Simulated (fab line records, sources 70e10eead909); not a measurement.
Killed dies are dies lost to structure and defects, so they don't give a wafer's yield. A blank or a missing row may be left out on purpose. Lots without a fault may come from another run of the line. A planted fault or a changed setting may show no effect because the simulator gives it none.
Chamber matching | flow nand_harc | NHARC_A_STAIRCASE_ALD_415 on ald_hk-03: 4 sister chambers
The step deposits SiO2, target thk 30 nm, pulse time 6 s, ald cycles 300. 8 wafers are shown with their chamber, then 12 later ones without.

WAFERS WITH THEIR CHAMBER
wafer  | chamber | heater_power_w (W) | precursor_pulse_height_rel
L084.6 | 1       | 496                | 1.007
L086.4 | 1       | 493                | 1.009
L088.6 | 2       | 431                | 0.975
L091.3 | 0       | 448                | 0.998
L091.6 | 2       | 438                | 0.984
L089.4 | 3       | 486                | 0.997
L089.5 | 3       | 481                | 1.013
L089.6 | 0       | 454                | 0.989

WAFERS WITHOUT THEIR CHAMBER
wafer  | heater_power_w (W) | precursor_pulse_height_rel
L092.1 | 497                | 1.018
L092.2 | 439                | 0.987
L092.3 | 500                | 0.995
L092.4 | 453                | 1.023
L092.5 | 491                | 1.019
L092.6 | 443                | 1.041
L094.1 | 500                | 1.004
L094.2 | 436                | 0.974
L094.4 | 446                | 0.995
L097.4 | 428                | 0.999
L097.5 | 502                | 0.989
L097.6 | 449                | 1.003

WHICH CHAMBER EACH WENT THROUGH
wafer  | from the rows above     | in truth
L092.1 | 1                       | 1
L092.2 | can't be placed: 2 or 0 | 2
L092.3 | 1                       | 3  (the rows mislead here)
L092.4 | 0                       | 0
L092.5 | can't be placed: 1 or 3 | 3
L092.6 | can't be placed: 0 or 2 | 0
L094.1 | 1                       | 1
L094.2 | 2                       | 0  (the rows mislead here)
L094.4 | 0                       | 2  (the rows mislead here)
L097.4 | 2                       | 2
L097.5 | 1                       | 1
L097.6 | 0                       | 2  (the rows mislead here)
Placed correctly: 5 of 12. Can't be placed from these rows: 3 (the true chamber is among the candidates in 3). Placed wrongly: 4.
How it was worked out, from the rows above alone: a wafer's distance from a chamber is the root of the sum, over the readings, of the square of ((its reading less the chamber's mean) divided by the reading's scatter). The wafer belongs to the nearest chamber; if the next one is less than 2 further off, it can't be placed. A chamber's mean is the mean of its shown wafers. The scatter: the root of (the sum of the squares of (reading less its chamber's mean) over the shown wafers, divided by (wafers less chambers)).
